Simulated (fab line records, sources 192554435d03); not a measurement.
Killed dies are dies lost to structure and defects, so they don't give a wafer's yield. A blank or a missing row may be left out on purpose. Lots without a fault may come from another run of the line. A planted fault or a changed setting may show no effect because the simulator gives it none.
fab line records | flow n5_finfet
record lots=5 wafers=15 last_day=17
route steps=1938 shown SD_EPI_N@263 BEOL_M4@1111 PASSIVATION@1936
lots that met no fault: from a run of the same line without faults
start_h: hours from the record's first day to the start of the lot's first wafer shown | wait_h: hours since the lot's step before | " the same as in the row above | L1.1+2: a row that stands for several wafers | - no value, or no start given | * or withheld: withheld | < > ~ a bound
route shown NAME@n: a module of which the file shows steps, and the number in the route of the first | usual: mean/standard deviation of fault-free wafers | same: alike in all rows | chamber/n: place in a boat | sites: the reading at each site | _std_site: their standard deviation | _edge_site: outer sites' mean less inner sites' | radius_mm: how far each site lies from the wafer's centre | mask NAME#n: copy n | behind: the tool/chamber that last shaped the wafer | hold: why the lot was held/for how many hours/how that ended | device: the transistor (n, p or np) that didn't switch | end of line: the same wafers' tests at the end of the route | a step without rows: its recipe alone | killed: dies lost to structure and defects at the first sort, not the wafer's yield | map: a wafer's dies, x killed, . not, _ none there
set.NAME: the setting as run; set.NAME@STEP: as run at that earlier step | model.NAME: the simulator's own value behind a step, which no gauge read
lots at some steps of the route; a table a step, a row a wafer
services: from which hour (start_h, from the record's first day; less than 0 if before it) a tool's chamber was out of use, for how many hours, and why
## steps
# step N5_SD_EPI_N_COAT_33
# recipe resist=SiARC temp_c=220 time_s=60 spin_rpm=1500 resist_thk_nm=35
# step N5_SD_EPI_N_COAT_03
# recipe resist=CAR-ArF-block spin_rpm=1500 resist_thk_nm=150
# step N5_SD_EPI_N_EBR_05
# recipe solvent=PGMEA ebr_width_mm=1.5
# step N5_SD_EPI_N_SOFTBAKE_04
# recipe temp_c=110 time_s=60 resist=CAR-ArF-block
# step N5_SD_EPI_N_EXPOSE_06
# recipe mask_id=SD_N_BLK na=1.35 source_shape=conventional sigma_outer=0.8 polarization=unpolarized target_cd_nm=120 dose_mj=39.75
# step N5_SD_EPI_N_PEB_07
# recipe peb_temp_c=110 peb_time_s=60 resist=CAR-ArF-block
# step N5_SD_EPI_N_DEVELOP_08
# recipe develop_time_s=30 developer=TMAH resist=CAR-ArF-block dev_temp_c=23 rinse_liquid=diw dry=air_spin
# step N5_SD_EPI_N_DESCUM_14
# recipe chemistry=O2 time_s=7.9 source_power_w=50 bias_power_w=20 pressure_mtorr=20 rf_frequency_hz=2.712e+07 temp_c=40 resist=CAR-ArF-block o2_flow_sccm=225
# step N5_SD_EPI_N_ETCH_34
# recipe chemistry=CF4 target=SiARC target_depth_a=455 mask_material=CAR-ArF-block time_s=75.8 ion_energy_ev=80 pressure_mtorr=40 source_w=545 bias_w=36 Ar_flow_sccm=100 cf4_flow_sccm=100 ends=cleared
# step N5_SD_EPI_N_ETCH_35
# recipe chemistry=N2/H2 target=SOC overetch_a=1080 mask_material=SiARC temp_c=40 ion_energy_ev=100 source_w=3000 bias_w=133 pressure_mtorr=20 time_s=486 n2_flow_sccm=200 h2_flow_sccm=200
# usual bias_w=133.0/0.43 chamber_pressure_mTorr=19.998/0.018 drypump_motor_current_A=5.7/0.5 oes_product_au=0.69/0.074 rf_vpp_V=240.7/1.4 showerhead_plenum_p_Torr=2.54/0.078 throttle_valve_pct=23.85/0.25
# columns lot.wafer tool chamber start_h wait_h bias_w chamber_pressure_mTorr drypump_motor_current_A oes_product_au rf_hours_counter_h rf_vpp_V showerhead_plenum_p_Torr throttle_valve_pct model.CAR-ArF-block_of_SD_EPI_N_COAT_03.thk_nm model.SiARC_of_SD_EPI_N_COAT_33.thk_nm
L754.2 rie_diel-04 0 139.47 0.0 - - - - - - - - 111.4 35
L754.4 " 0 " " - - - - - - - - 111.8 35
L754.5 " 3 " " - - - - - - - - 111.8 35
L755.2 rie_diel-04 0 147.89 0.0 - - - - - - - - 110.6 35.2
L755.4 " 1 " " - - - - - - - - 111.4 35.2
L755.6 " 0 " " - - - - - - - - 111.4 35
L756.2 rie_diel-01 1 150.51 0.0 - - - - - - - - 110.2 35.2
L756.3 " 3 " " - - - - - - - - 110.2 35.2
L756.4 " 1 " " - - - - - - - - 110.4 35.2
L758.3 rie_diel-01 1 163.46 0.0 133.4 19.995 4.9 0.83 17 240.3 2.49 23.57 0 19.6
L758.5 " 1 " " 133.6 20.018 4.9 0.83 - 239.8 2.49 23.57 0 19.6
L758.6 " 0 " " 132.3 20.011 5.4 0.85 - 241.4 2.61 24.09 0 19.4
L762.1 rie_diel-01 3 186.66 0.0 133.0 20.013 5.8 0.80 34 241.4 2.60 23.61 0 19.8
L762.2 " 2 " " 132.6 19.992 5.5 0.64 179 239.3 2.52 23.70 0 20
L762.6 " 3 " " 133.1 20.012 5.8 0.80 - 241.5 2.60 23.65 0 19.8
# step N5_SD_EPI_N_STRIP_36
# recipe chemistry=N2/H2 temp_c=40 n2_flow_sccm=200 h2_flow_sccm=200 rf_frequency_hz=6e+07
# step N5_SD_EPI_N_ETCHBACK_44
# recipe chemistry=CH3F/O2 mode=anisotropic_etchback target=SiNx target_depth_a=145 stop_on=SiO2 over_etch_frac=0.3 ion_energy_ev=120 pressure_mtorr=30 source_w=395 bias_w=73 Ar_flow_sccm=150 CH3F_flow_sccm=30 O2_flow_sccm=20
# usual drypump_motor_current_A=5.7/0.49 oes_ar_750_au=0.77/0.081 oes_product_au=0.66/0.07 rf_vpp_V=295.4/2.1 showerhead_plenum_p_Torr=2.00/0.059 throttle_valve_pct=16.39/0.24
# columns lot.wafer tool chamber start_h wait_h drypump_motor_current_A oes_ar_750_au oes_product_au rf_hours_counter_h rf_vpp_V showerhead_plenum_p_Torr throttle_valve_pct
L754.2 rie_diel-04 0 139.79 0.0 5.6 0.71 0.27 226 296.1 1.99 16.75
L754.4 " 0 " " 5.6 0.71 0.26 - 294.4 1.98 16.76
L754.5 " 3 " " 5.6 0.76 0.29 - 296.4 1.91 16.08
L755.2 rie_diel-04 0 148.21 0.0 5.6 0.71 0.26 229 294.6 1.98 16.76
L755.4 " 1 " " 5.6 0.71 0.27 - 296.6 1.98 16.26
L755.6 " 0 " " 5.6 0.71 0.27 - 295.7 1.98 16.78
L756.2 rie_diel-01 1 150.83 0.0 4.9 0.94 0.35 12 292.1 1.96 15.94
L756.3 " 3 " " 5.8 0.91 0.35 23 294.5 2.04 16.12
L756.4 " 1 " " 4.9 0.93 0.35 - 291.3 1.96 15.95
L758.3 rie_diel-01 1 163.79 0.0 4.9 0.91 0.79 17 293.2 1.96 15.99
L758.5 " 1 " " 4.9 0.92 0.78 - 292.0 1.96 15.99
L758.6 " 0 " " 5.3 0.96 0.82 - 296.6 2.05 16.45
L762.1 rie_diel-01 3 186.98 0.0 5.8 0.89 0.77 35 294.0 2.03 16.20
L762.2 " 2 " " 5.5 0.73 0.63 179 296.9 2.00 16.30
L762.6 " 3 " " 5.8 0.89 0.77 - 293.1 2.04 16.20
# step N5_SD_EPI_N_ETCH_45
# recipe chemistry=CH3F/O2 target=SiOCN target_depth_a=60 mask_material=SOC ion_energy_ev=60 bias_w=29 pressure_mtorr=15 source_w=410 Ar_flow_sccm=150 CH3F_flow_sccm=30 O2_flow_sccm=20
# usual CH3F_flow_sccm=30.01/0.089 O2_flow_sccm=20.00/0.065 drypump_motor_current_A=5.7/0.5 oes_product_au=0.77/0.087 rf_vpp_V=127.4/1 showerhead_plenum_p_Torr=1.99/0.059 throttle_valve_pct=23.36/0.25
# columns lot.wafer tool chamber start_h wait_h CH3F_flow_sccm O2_flow_sccm drypump_motor_current_A oes_product_au rf_hours_counter_h rf_vpp_V showerhead_plenum_p_Torr throttle_valve_pct model.SD_EPI_N.cd_nm
L754.2 rie_diel-04 0 139.89 0.1 30.00 19.96 5.6 0.71 226 128.0 1.98 23.79 119.6
L754.4 " 0 " " 29.95 20.09 5.6 0.70 - 126.8 1.98 23.79 119.2
L754.5 " 3 " " 29.99 20.01 5.6 0.76 - 127.6 1.90 23.02 119.4
L755.2 rie_diel-04 0 148.31 0.1 30.02 20.04 5.6 0.69 229 126.2 1.98 23.80 118.6
L755.4 " 1 " " 29.96 19.91 5.6 0.69 - 127.9 1.97 23.22 119.4
L755.6 " 0 " " 30.03 19.98 5.6 0.69 - 125.0 1.98 23.80 119
L756.2 rie_diel-01 1 150.93 0.1 29.99 19.95 4.9 0.94 12 126.0 1.96 23.04 119
L756.3 " 3 " " 30.11 20.01 5.8 0.91 23 127.2 2.03 23.17 119.8
L756.4 " 1 " " 29.87 20.01 4.8 0.93 - 126.8 1.96 23.01 119.6
L758.3 rie_diel-01 1 163.89 0.1 29.91 19.95 4.9 0.93 17 127.8 1.96 23.02 120.2
L758.5 " 1 " " 30.00 20.05 4.9 0.93 - 126.2 1.96 23.02 120.6
L758.6 " 0 " " 30.09 20.09 5.3 0.97 - 126.2 2.05 23.58 121.4
L762.1 rie_diel-01 3 187.08 0.1 30.01 20.12 5.8 0.89 35 127.9 2.03 23.17 119
L762.2 " 2 " " 29.93 19.99 5.5 0.72 179 126.6 1.99 23.21 118.4
L762.6 " 3 " " 30.15 20.09 5.7 0.89 - 127.6 2.03 23.19 119
# step N5_SD_EPI_N_ETCH_16
# recipe chemistry=CHF3/O2 target=SiO2 target_depth_a=50 mask_material=SOC pressure_mtorr=30 source_w=650 bias_w=170 Ar_flow_sccm=200 CHF3_flow_sccm=50 O2_flow_sccm=5 ion_energy_ev=200
# usual CHF3_flow_sccm=50.01/0.14 O2_flow_sccm=4.999/0.015 drypump_motor_current_A=5.7/0.5 oes_ar_750_au=0.77/0.08 oes_product_au=0.77/0.087 rf_vpp_V=520/3.6 showerhead_plenum_p_Torr=2.41/0.068 throttle_valve_pct=18.93/0.23
# columns lot.wafer tool chamber start_h wait_h CHF3_flow_sccm O2_flow_sccm drypump_motor_current_A oes_ar_750_au oes_product_au rf_hours_counter_h rf_vpp_V showerhead_plenum_p_Torr throttle_valve_pct model.SiARC_of_SD_EPI_N_COAT_33.thk_nm
L754.2 rie_diel-04 0 139.99 0.1 50.07 4.998 5.6 0.71 0.71 226 519 2.39 19.34 27.6
L754.4 " 0 " " 49.90 4.995 5.6 0.71 0.70 - 521 2.39 19.32 27.6
L754.5 " 3 " " 49.99 5.011 5.6 0.76 0.75 - 523 2.30 18.67 27.6
L755.2 rie_diel-04 0 148.41 0.1 50.21 4.991 5.6 0.71 0.70 229 521 2.39 19.32 28
L755.4 " 1 " " 49.98 5.005 5.6 0.71 0.70 - 523 2.38 18.84 28
L755.6 " 0 " " 50.09 4.996 5.6 0.71 0.69 - 520 2.39 19.33 27.8
L756.2 rie_diel-01 1 151.03 0.1 50.10 5.001 4.8 0.93 0.93 12 515 2.37 18.55 27.8
L756.3 " 3 " " 50.07 4.995 5.8 0.92 0.91 23 518 2.45 18.74 28
L756.4 " 1 " " 49.87 4.982 4.8 0.93 0.93 - 515 2.37 18.56 27.8
L758.3 rie_diel-01 1 163.99 0.1 50.05 4.989 4.9 0.90 0.93 17 516 2.36 18.58 12.2
L758.5 " 1 " " 50.33 5.004 4.9 0.91 0.93 - 514 2.36 18.57 12.2
L758.6 " 0 " " 49.94 5.027 5.3 0.96 0.98 - 522 2.47 19.02 11.8
L762.1 rie_diel-01 3 187.18 0.1 49.68 4.999 5.8 0.89 0.88 35 517 2.45 18.76 12.4
L762.2 " 2 " " 50.21 4.971 5.5 0.73 0.71 179 523 2.41 18.82 12.8
L762.6 " 3 " " 49.99 4.997 5.8 0.89 0.90 - 516 2.45 18.74 12.6
# step N5_SD_EPI_N_STRIP_47
# recipe chemistry=CHF3/O2 resist=SiARC rf_frequency_hz=6e+07
# step N5_BEOL_M4_RC_MEAS_101
# usual DIBL_N=36.4/1.5 DIBL_P=36.6/1.9 IOFF_N=0.155/0.021 IOFF_P=0.211/0.028 ION_N=671/8.6 ION_P=462/5.8 SS_N=71.5/0.5 SS_P=73.4/0.58 VT_N=250.1/2.4 VT_P=-250.1/3
# columns lot.wafer tool chamber start_h wait_h DIBL_N[mV/V] DIBL_P[mV/V] IOFF_N[nA/um] IOFF_P[nA/um] ION_N[uA/um] ION_P[uA/um] SS_N[mV/dec] SS_P[mV/dec] VT_N[mV] VT_P[mV]
L758.3 prober-01 0 280.74 0.3 35.4 35.2 0.144 0.181 667 459 71.4 72.3 249.7 -251.8
L758.5 " 0 " " 37.1 37.6 0.171 0.207 675 462 71.4 73.2 248.3 -250.1
L758.6 " 0 " " 36.6 36.8 0.162 0.199 672 460 71.6 73.7 248.5 -251.7
L762.1 prober-02 0 308.25 0.0 34.5 34.4 0.117 0.138 674 460 70.9 72.5 252.8 -259.8
L762.2 " 0 " " 36.2 35.8 0.140 0.153 675 455 71.0 73.1 251.5 -257.3
L762.6 " 0 " " 37.7 38.3 0.170 0.188 680 454 70.7 74.0 247.1 -252.9
# step N5_PASSIVATION_PROBE_49
# usual defect_limited_yield=91.5/1.4 killed_at_M0_to_M3=33/10 killed_at_M4_up=13/5 killed_at_contacts=13/5.6 killed_at_front_end=38/12 killed_at_other=3.9/2.7 killed_dies=100/16 killed_on_rim=13/4 killed_open=66/13 killed_short=32/7.2 sort_bin_5_function=5.0/0.97 sort_bin_6_memory=3.2/0.61 sort_n_pass=1080/16 sort_yield_pct=91.5/1.4
# same gross_dies=1180 killed_at_back_side=0 sort_bin_4_leakage[%]=0 sort_bin_8_speed[%]=0
# columns lot.wafer tool chamber start_h wait_h defect_limited_yield[%] killed_at_M0_to_M3 killed_at_M4_up killed_at_contacts killed_at_front_end killed_at_other killed_dies killed_on_rim killed_open killed_short sort_bin_5_function[%] sort_bin_6_memory[%] sort_n_pass sort_yield_pct[%]
L754.2 prober-02 - 356.80 0.1 0 33 16 8 1121 2 1180 152 66 40 95.8 3.8 0 0
L754.4 prober-02 - 356.90 0.2 0 48 9 7 1111 5 1180 152 66 22 97.5 2.4 0 0
L754.5 prober-02 - 356.95 0.2 0 30 7 10 1127 6 1180 152 68 22 96.3 3.6 0 0
L755.2 prober-02 - 377.98 0.1 0 45 5 13 1110 7 1180 152 75 48 95.1 4.6 0 0
L755.4 prober-02 - 378.08 0.2 0 25 15 10 1126 4 1180 152 59 49 96.6 3.1 0 0
L755.6 prober-02 - 378.18 0.3 0 35 8 12 1118 7 1180 152 57 34 96.4 3.1 0 0
L756.2 prober-01 - 379.35 0.1 0 37 12 11 1106 14 1180 152 61 30 96.9 3.0 0 0
L756.3 prober-01 - 379.40 0.1 0 42 21 14 1097 6 1180 152 76 28 96.7 3.0 0 0
L756.4 prober-01 - 379.45 0.2 0 43 17 12 1096 12 1180 152 64 31 95.8 3.4 0 0
# killed by level:class
L754.2 SD_EPI_N:area_etch=1072 FIN_SAQP:geometric_particle:short=17 FIN_SAQP:geometric_particle:open=9 MOL_CONTACT_COAG:geometric_particle:open=7 BEOL_M3:geometric_particle:open=7 GATE_CUT:geometric_particle:short=6 BEOL_M0_SAQP:geometric_particle:open=6 BEOL_M1:geometric_particle:open=6
L754.4 SD_EPI_N:area_etch=1091 BEOL_M3:geometric_particle:open=17 BEOL_M1:geometric_particle:open=10 BEOL_M2:geometric_particle:open=8 MOL_CONTACT_COAG:geometric_particle:open=6 BEOL_M4:geometric_particle:open=5 STARTING-WAFER:geometric_particle:short=3 GATE_CUT:geometric_particle:short=3
L754.5 SD_EPI_N:area_etch=1090 BEOL_M2:geometric_particle:open=12 MOL_CONTACT_COAG:geometric_particle:open=10 BEOL_M0:geometric_particle:open=6 FIN_SAQP:geometric_particle:short=5 STI_FIN_REVEAL:geometric_particle:open=5 FIN_SAQP:geometric_particle:open=4 ILD0:geometric_particle:open=4
L755.2 SD_EPI_N:area_etch=1054 BEOL_M0_SAQP:geometric_particle:open=19 BEOL_M0_SAQP:geometric_particle:short=14 FIN_SAQP:geometric_particle:open=12 MOL_CONTACT_COAG:geometric_particle:open=11 STI_FIN_REVEAL:geometric_particle:open=10 FIN_SAQP:geometric_particle:short=6 DUMMY_GATE:geometric_particle:open=5
L755.4 SD_EPI_N:area_etch=1071 FIN_SAQP:geometric_particle:open=13 FIN_SAQP:geometric_particle:short=8 BEOL_M0_SAQP:geometric_particle:short=8 DUMMY_GATE:geometric_particle:open=7 GATE_CUT:geometric_particle:short=6 BEOL_M0_SAQP:geometric_particle:open=6 MOL_CONTACT_COAG:geometric_particle:open=6
L755.6 SD_EPI_N:area_etch=1086 BEOL_M0_SAQP:geometric_particle:short=14 DUMMY_GATE:geometric_particle:open=10 MOL_CONTACT_COAG:geometric_particle:open=8 BEOL_M0_SAQP:geometric_particle:open=7 FIN_SAQP:geometric_particle:open=5 FIN_CUT:geometric_particle:open=5 BEOL_M2:geometric_particle:open=5
L756.2 SD_EPI_N:area_etch=1088 BEOL_M1:geometric_particle:open=10 MOL_CONTACT_COAG:geometric_particle:open=8 BEOL_M0_SAQP:geometric_particle:open=8 FIN_SAQP:geometric_particle:open=7 BEOL_M3:geometric_particle:open=5 MIM_TOP_ETCH:geometric_particle:short=5 MIM_TOP_ETCH:geometric_particle:open=5
L756.3 SD_EPI_N:area_etch=1069 BEOL_M1:geometric_particle:open=15 MOL_CONTACT_COAG:geometric_particle:open=12 FIN_SAQP:geometric_particle:open=6 BEOL_M0_SAQP:geometric_particle:open=6 BEOL_M0_SAQP:geometric_particle:short=6 BEOL_M12:coat_microbubble_printed=5 STARTING-WAFER:geometric_particle:open=4
L756.4 SD_EPI_N:area_etch=1081 MOL_CONTACT_COAG:geometric_particle:open=11 BEOL_M0_SAQP:geometric_particle:short=11 BEOL_M1:geometric_particle:open=9 BEOL_M3:geometric_particle:open=8 BEOL_M0_SAQP:geometric_particle:open=7 BEOL_M4:geometric_particle:open=5 BEOL_M8:geometric_particle:open=4
# map L754.2 (x killed, . not)
_________________xxxxxxxxxxxx________________
______________xxxxxxxxxxxxxxxxxx_____________
___________xxxxxxxxxxxxxxxxxxxxxxxx__________
__________xxxxxxxxxxxxxxxxxxxxxxxxxx_________
________xxxxxxxxxxxxxxxxxxxxxxxxxxxxxx_______
_______xxxxxxxxxxxxxxxxxxxxxxxxxxxxxxxx______
______xxxxxxxxxxxxxxxxxxxxxxxxxxxxxxxxxx_____
_____xxxxxxxxxxxxxxxxxxxxxxxxxxxxxxxxxxxx____
____xxxxxxxxxxxxxxxxxxxxxxxxxxxxxxxxxxxxxx___
___xxxxxxxxxxxxxxxxxxxxxxxxxxxxxxxxxxxxxxxx__
___xxxxxxxxxxxxxxxxxxxxxxxxxxxxxxxxxxxxxxxx__
__xxxxxxxxxxxxxxxxxxxxxxxxxxxxxxxxxxxxxxxxxx_
__xxxxxxxxxxxxxxxxxxxxxxxxxxxxxxxxxxxxxxxxxx_
_xxxxxxxxxxxxxxxxxxxxxxxxxxxxxxxxxxxxxxxxxxxx
_xxxxxxxxxxxxxxxxxxxxxxxxxxxxxxxxxxxxxxxxxxxx
_xxxxxxxxxxxxxxxxxxxxxxxxxxxxxxxxxxxxxxxxxxxx
_xxxxxxxxxxxxxxxxxxxxxxxxxxxxxxxxxxxxxxxxxxxx
_xxxxxxxxxxxxxxxxxxxxxxxxxxxxxxxxxxxxxxxxxxxx
_xxxxxxxxxxxxxxxxxxxxxxxxxxxxxxxxxxxxxxxxxxxx
_xxxxxxxxxxxxxxxxxxxxxxxxxxxxxxxxxxxxxxxxxxxx
_xxxxxxxxxxxxxxxxxxxxxxxxxxxxxxxxxxxxxxxxxxxx
__xxxxxxxxxxxxxxxxxxxxxxxxxxxxxxxxxxxxxxxxxx_
__xxxxxxxxxxxxxxxxxxxxxxxxxxxxxxxxxxxxxxxxxx_
___xxxxxxxxxxxxxxxxxxxxxxxxxxxxxxxxxxxxxxxx__
___xxxxxxxxxxxxxxxxxxxxxxxxxxxxxxxxxxxxxxxx__
____xxxxxxxxxxxxxxxxxxxxxxxxxxxxxxxxxxxxxx___
_____xxxxxxxxxxxxxxxxxxxxxxxxxxxxxxxxxxxx____
______xxxxxxxxxxxxxxxxxxxxxxxxxxxxxxxxxx_____
_______xxxxxxxxxxxxxxxxxxxxxxxxxxxxxxxx______
________xxxxxxxxxxxxxxxxxxxxxxxxxxxxxx_______
__________xxxxxxxxxxxxxxxxxxxxxxxxxx_________
___________xxxxxxxxxxxxxxxxxxxxxxxx__________
______________xxxxxxxxxxxxxxxxxx_____________
_________________xxxxxxxxxxxx________________
# map L755.2 (x killed, . not)
_________________xxxxxxxxxxxx________________
______________xxxxxxxxxxxxxxxxxx_____________
___________xxxxxxxxxxxxxxxxxxxxxxxx__________
__________xxxxxxxxxxxxxxxxxxxxxxxxxx_________
________xxxxxxxxxxxxxxxxxxxxxxxxxxxxxx_______
_______xxxxxxxxxxxxxxxxxxxxxxxxxxxxxxxx______
______xxxxxxxxxxxxxxxxxxxxxxxxxxxxxxxxxx_____
_____xxxxxxxxxxxxxxxxxxxxxxxxxxxxxxxxxxxx____
____xxxxxxxxxxxxxxxxxxxxxxxxxxxxxxxxxxxxxx___
___xxxxxxxxxxxxxxxxxxxxxxxxxxxxxxxxxxxxxxxx__
___xxxxxxxxxxxxxxxxxxxxxxxxxxxxxxxxxxxxxxxx__
__xxxxxxxxxxxxxxxxxxxxxxxxxxxxxxxxxxxxxxxxxx_
__xxxxxxxxxxxxxxxxxxxxxxxxxxxxxxxxxxxxxxxxxx_
_xxxxxxxxxxxxxxxxxxxxxxxxxxxxxxxxxxxxxxxxxxxx
_xxxxxxxxxxxxxxxxxxxxxxxxxxxxxxxxxxxxxxxxxxxx
_xxxxxxxxxxxxxxxxxxxxxxxxxxxxxxxxxxxxxxxxxxxx
_xxxxxxxxxxxxxxxxxxxxxxxxxxxxxxxxxxxxxxxxxxxx
_xxxxxxxxxxxxxxxxxxxxxxxxxxxxxxxxxxxxxxxxxxxx
_xxxxxxxxxxxxxxxxxxxxxxxxxxxxxxxxxxxxxxxxxxxx
_xxxxxxxxxxxxxxxxxxxxxxxxxxxxxxxxxxxxxxxxxxxx
_xxxxxxxxxxxxxxxxxxxxxxxxxxxxxxxxxxxxxxxxxxxx
__xxxxxxxxxxxxxxxxxxxxxxxxxxxxxxxxxxxxxxxxxx_
__xxxxxxxxxxxxxxxxxxxxxxxxxxxxxxxxxxxxxxxxxx_
___xxxxxxxxxxxxxxxxxxxxxxxxxxxxxxxxxxxxxxxx__
___xxxxxxxxxxxxxxxxxxxxxxxxxxxxxxxxxxxxxxxx__
____xxxxxxxxxxxxxxxxxxxxxxxxxxxxxxxxxxxxxx___
_____xxxxxxxxxxxxxxxxxxxxxxxxxxxxxxxxxxxx____
______xxxxxxxxxxxxxxxxxxxxxxxxxxxxxxxxxx_____
_______xxxxxxxxxxxxxxxxxxxxxxxxxxxxxxxx______
________xxxxxxxxxxxxxxxxxxxxxxxxxxxxxx_______
__________xxxxxxxxxxxxxxxxxxxxxxxxxx_________
___________xxxxxxxxxxxxxxxxxxxxxxxx__________
______________xxxxxxxxxxxxxxxxxx_____________
_________________xxxxxxxxxxxx________________
## services
# columns tool chamber start_h hours kind
rie_diel-01 0 128.57 - clean
rie_diel-01 0 128.57 - consumable_replace:focus_ring
rie_diel-01 0 128.57 21.9 scheduled_down
rie_diel-01 0 128.57 21.9 vent_cycle
rie_diel-04 2 135.03 - clean
rie_diel-04 2 135.03 - consumable_replace:focus_ring
rie_diel-04 2 135.03 - consumable_replace:showerhead
rie_diel-04 2 135.03 19.1 scheduled_down
rie_diel-04 2 135.03 19.1 vent_cycle
## key
first_sign step=N5_SD_EPI_N_ETCH_35 reading=tool_record direction=missing
effect step=N5_SD_EPI_N_ETCHBACK_44 reading=oes_product_au direction=down sigmas=5.2 usual=0.66 struck=0.30
effect step=N5_PASSIVATION_PROBE_49 reading=sort_bin_5_function direction=up sigmas=94 usual=5.0 struck=96.3
model_effect step=N5_SD_EPI_N_ETCH_35 value=CAR-ArF-block_of_SD_EPI_N_COAT_03.thk_nm without=0 struck=111
model_effect step=N5_SD_EPI_N_ETCH_45 value=SD_EPI_N.cd_nm without=119.4 struck=119.3
model_effect step=N5_SD_EPI_N_ETCH_16 value=SiARC_of_SD_EPI_N_COAT_33.thk_nm without=12.47 struck=27.8
more_kills_born_at N5_SD_EPI_N_ETCH_35@rie_diel-04=6464 N5_SD_EPI_N_ETCH_35@rie_diel-01=3238
met_at N5_SD_EPI_N_ETCH_35
struck_wafers L754.2,L754.4,L754.5,L755.2,L755.4,L755.6,L756.2,L756.3,L756.4
later_rows_left_out L754.2,L754.4,L754.5,L755.2,L755.4,L755.6,L756.2,L756.3,L756.4
fault kind=skipped_step_whole tool=rie_diel-01,rie_diel-04 chamber=- onset_h=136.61 steps=N5_SD_EPI_N_ETCH_35 scope=struck_lots_only
# later_rows_left_out: the simulator's readings of these wafers behind a module that went badly wrong aren't trusted and aren't shown, but for the sort
